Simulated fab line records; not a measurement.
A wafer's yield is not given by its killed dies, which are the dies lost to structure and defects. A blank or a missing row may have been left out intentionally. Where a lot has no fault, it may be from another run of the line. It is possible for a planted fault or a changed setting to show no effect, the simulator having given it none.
What tool caused it? | flow nand harc | 13 lots with 39 wafers sampled at 5 steps, on a route of 1159 steps

== WHAT EACH GAUGE READ, for each wafer ==
NHARC_A_CHANNEL_HOLE_D1_OVL_MEAS_11.
lot  | measured     | on         | overlay x nm (nm) | overlay y nm (nm)
L717 | day 8 06:28  | overlay-02 | -0.6 -0.9 -0.9    | 0.4 0.2 0.9
L719 | day 8 17:50  | overlay-01 | -0.1 -0.1 0.1     | 1.0 0.4 0.6
L718 | day 8 18:01  | overlay-02 | 0.4 0.3 0.3       | -2.2 -1.7 -2.1
L721 | day 9 03:10  | overlay-01 | -0.1 -0.6 -0.2    | 0.7 0.8 1.1
L720 | day 9 03:24  | overlay-02 | 0.3 0.3 0.7       | 1.3 1.2 1.0
L723 | day 9 20:33  | overlay-01 | -0.5 -0.9 -0.9    | 0.7 0.8 0.6
L722 | day 9 21:16  | overlay-01 | 1.0 0.9 0.6       | -0.7 -0.8 -0.5
L725 | day 10 04:21 | overlay-02 | -1.7 -1.2 -1.7    | 0.4 0.8 0.2
L730 | day 11 07:16 | overlay-01 | -0.3 -0.4 0.1     | 1.2 0.5 1.1
L729 | day 11 07:25 | overlay-02 | 0.1 0.3 0.6       | -1.5 -1.5 -1.3
L734 | day 12 14:14 | overlay-01 | -0.3 -0.6 -0.3    | 0.0 0.6 0.2
L735 | day 12 22:22 | overlay-02 | -1.9 -1.3 -1.3    | 0.4 0.5 0.4
L736 | day 13 00:13 | overlay-01 | 1.2 1.3 1.2       | -0.3 0.4 -0.3

NHARC_END_SORT_01.
lot  | measured     | on        | killed at array | killed at other | killed at periphery | killed dies | killed open | killed short
L735 | day 24 07:02 | prober-02 | 675 677 676     | 0 0 1           | 2 0 0               | 677 677 677 | 2 3 6       | 5 1 1
L736 | day 24 10:02 | prober-01 | 671 674 669     | 0 0 2           | 6 3 6               | 677 677 677 | 2 3 5       | 2 3 2

== EACH LOT AND THE TOOL THAT RAN IT (in order: tool; ch and the chambers of the sampled wafers; start) ==
lot  | NHARC_A_CHANNEL_FILL_D1_ALD_03                 | NHARC_A_CHANNEL_FILL_D1_CVD_18   | NHARC_A_CHANNEL_FILL_D1_STRIP_28
L717 | ald sin batch-01 ch 0, day 9 11:39 or earlier  | lpcvd poly-01 ch 0, day 9 11:39  | rie diel-03 ch 0,2, day 9 13:58
L719 | ald sin batch-03 ch 0, day 10 01:11 or earlier | lpcvd poly-01 ch 0, day 10 01:11 | rie diel-06 ch 0,1,2, day 10 03:30
L718 | ald sin batch-03 ch 0, day 10 01:11 or earlier | lpcvd poly-01 ch 0, day 10 01:11 | rie diel-11 ch 0,1,2, day 10 03:29
L721 | ald sin batch-02 ch 0, day 10 08:06 or earlier | lpcvd poly-03 ch 0, day 10 08:06 | rie diel-03 ch 0,1,2, day 10 10:24
L720 | ald sin batch-02 ch 0, day 10 08:06 or earlier | lpcvd poly-03 ch 0, day 10 08:06 | rie diel-11 ch 1,2,3, day 10 10:47
L723 | ald sin batch-01 ch 0, day 11 04:43 or earlier | lpcvd poly-01 ch 0, day 11 04:43 | rie diel-03 ch 1,2,3, day 11 07:03
L722 | ald sin batch-01 ch 0, day 11 04:43 or earlier | lpcvd poly-01 ch 0, day 11 04:43 | rie diel-11 ch 1,2, day 11 06:59
L725 | ald sin batch-03 ch 0, day 11 11:16 or earlier | lpcvd poly-01 ch 0, day 11 11:16 | rie diel-06 ch 1,2,3, day 11 13:34
L730 | ald sin batch-02 ch 0, day 12 13:19 or earlier | lpcvd poly-04 ch 0, day 12 13:19 | rie diel-03 ch 0,1,3, day 12 15:37
L729 | ald sin batch-02 ch 0, day 12 13:19 or earlier | lpcvd poly-04 ch 0, day 12 13:19 | rie diel-06 ch 1,2,3, day 12 15:37
L734 | ald sin batch-01 ch 0, day 13 21:05 or earlier | lpcvd poly-03 ch 0, day 13 21:05 | rie diel-11 ch 0,1,2, day 13 23:23
L735 | ald sin batch-02 ch 0, day 14 04:33 or earlier | lpcvd poly-03, day 14 04:33      | rie diel-06 ch 0,2, day 14 06:49
L736 | ald sin batch-02 ch 0, day 14 04:33 or earlier | lpcvd poly-03, day 14 04:33      | rie diel-03 ch 0,3, day 14 06:49
- NHARC_A_CHANNEL_FILL_D1_ALD_03: deposits SiNx, target thk 6 nm, pulse time 60 s, ald cycles 58.
- NHARC_A_CHANNEL_FILL_D1_CVD_18: deposits poly-Si, target thk 3 nm.
- NHARC_A_CHANNEL_FILL_D1_STRIP_28: strips in O2, time 20 s.

== WHAT THE TOOLS THEMSELVES READ (means of the sampled wafers that have a number; where no wafer has one, the mark that the record gives instead) ==
NHARC_A_CHANNEL_FILL_D1_ALD_03.
lot  | tool             | chamber pressure Torr (Torr) | precursor pulse height rel
L717 | ald sin batch-01 | 1.996                        | 1.005
L719 | ald sin batch-03 | 1.993                        | 0.996
L718 | ald sin batch-03 | 1.996                        | 1.029
L721 | ald sin batch-02 | 2.005                        | 0.984
L720 | ald sin batch-02 | 2.000                        | 1.000
L723 | ald sin batch-01 | 1.998                        | 0.995
L722 | ald sin batch-01 | 2.004                        | 1.005
L725 | ald sin batch-03 | 1.999                        | 1.006
L730 | ald sin batch-02 | 2.000                        | 1.024
L729 | ald sin batch-02 | 2.002                        | 0.993
L734 | ald sin batch-01 | 1.998                        | 0.993
L735 | ald sin batch-02 | 2.003                        | 1.024
L736 | ald sin batch-02 | 1.998                        | 1.002

NHARC_A_CHANNEL_FILL_D1_CVD_18.
lot  | tool          | spike tc bottom C (C) | spike tc centre C (C) | spike tc upper C (C)
L717 | lpcvd poly-01 | 570.6                 | 552.1                 | 549.8
L719 | lpcvd poly-01 | 570.1                 | 552.4                 | 549.9
L718 | lpcvd poly-01 | 570.3                 | 552.5                 | 549.8
L721 | lpcvd poly-03 | 571.3                 | 549.2                 | 550.9
L720 | lpcvd poly-03 | 571.2                 | 549.5                 | 551.5
L723 | lpcvd poly-01 | 570.5                 | 552.6                 | 548.6
L722 | lpcvd poly-01 | 570.6                 | 551.5                 | 549.8
L725 | lpcvd poly-01 | 570.5                 | 553.3                 | 549.1
L730 | lpcvd poly-04 | 571.8                 | 550.5                 | 549.8
L729 | lpcvd poly-04 | 569.9                 | 550.1                 | 550.3
L734 | lpcvd poly-03 | 569.9                 | 550.2                 | 551.4
L735 | lpcvd poly-03 | -                     | -                     | -
L736 | lpcvd poly-03 | -                     | -                     | -

NHARC_A_CHANNEL_FILL_D1_STRIP_28.
lot  | tool        | drypump motor current A (A) | mfc ar sccm (sccm) | oes product au (a.u.) | rf vpp V (V) | showerhead plenum p Torr (Torr) | throttle valve pct (%)
L717 | rie diel-03 | 5.7                         | 0.000              | 0.989                 | 57.7         | 3.47                            | 17.032
L719 | rie diel-06 | 5.1                         | 0.005              | 1.013                 | 58.2         | 3.49                            | 17.038
L718 | rie diel-11 | 5.6                         | 0.000              | 1.005                 | 57.1         | 3.42                            | 17.043
L721 | rie diel-03 | 5.8                         | 0.000              | 0.988                 | 58.1         | 3.45                            | 17.038
L720 | rie diel-11 | 5.6                         | 0.000              | 0.996                 | 57.5         | 3.31                            | 17.035
L723 | rie diel-03 | 6.0                         | 0.001              | 0.994                 | 58.3         | 3.50                            | 17.043
L722 | rie diel-11 | 5.7                         | 0.000              | 0.994                 | 56.6         | 3.30                            | 17.037
L725 | rie diel-06 | 5.4                         | 0.015              | 1.001                 | 58.0         | 3.56                            | 17.035
L730 | rie diel-03 | 5.8                         | 0.001              | 0.991                 | 57.6         | 3.58                            | 17.035
L729 | rie diel-06 | 5.4                         | 0.015              | 0.992                 | 58.3         | 3.56                            | 17.038
L734 | rie diel-11 | 5.6                         | 0.000              | 1.000                 | 56.9         | 3.41                            | 17.024
L735 | rie diel-06 | 5.3                         | 0.005              | 1.007                 | 57.6         | 3.52                            | 17.033
L736 | rie diel-03 | 5.8                         | 0.001              | 0.987                 | 57.1         | 3.60                            | 17.046

== THE ANSWER, worked out from the rows above alone ==
Rule: what is usual is taken from the lots themselves. The widest of any qualifying gaps counts: lots, ordered by their means at a reading, are off when they make up no more than a third of the lots, leave a main group of 4 or more, and stand apart from it by 3 or more times the standard deviation of that group's means. The tables above print the reading to a certain number of digits; a main group whose means all agree to those digits is not used. A lot without any number at a reading at which 4 lots or more have one is off too. The other lots that the step has rows for count as sound. First the gauges in route order, then the tools' own readings, where a lot's mean is used as printed above. The first step at which some lot is off is used, and at that step the reading that is off furthest; a lot without a number counts as furthest.
Off at NHARC_A_CHANNEL_FILL_D1_CVD_18 (spike tc bottom C): L735, L736. Without a number there: L735, L736. The main group has a mean of 570.6 C with a standard deviation of 0.57.
If a tool, at that step or one of the process steps before it, ran each lot that is off and ran no sound lot following the first of them, it fits. With no start given for some of its lots, NHARC_A_CHANNEL_FILL_D1_ALD_03 uses the hours and lot order of NHARC_A_CHANNEL_FILL_D1_CVD_18. Can't be told from this: 2 tools fit, ald sin batch-02 at NHARC_A_CHANNEL_FILL_D1_ALD_03, lpcvd poly-03 at NHARC_A_CHANNEL_FILL_D1_CVD_18.

== WHAT WAS PUT IN BY THE SIMULATOR ==
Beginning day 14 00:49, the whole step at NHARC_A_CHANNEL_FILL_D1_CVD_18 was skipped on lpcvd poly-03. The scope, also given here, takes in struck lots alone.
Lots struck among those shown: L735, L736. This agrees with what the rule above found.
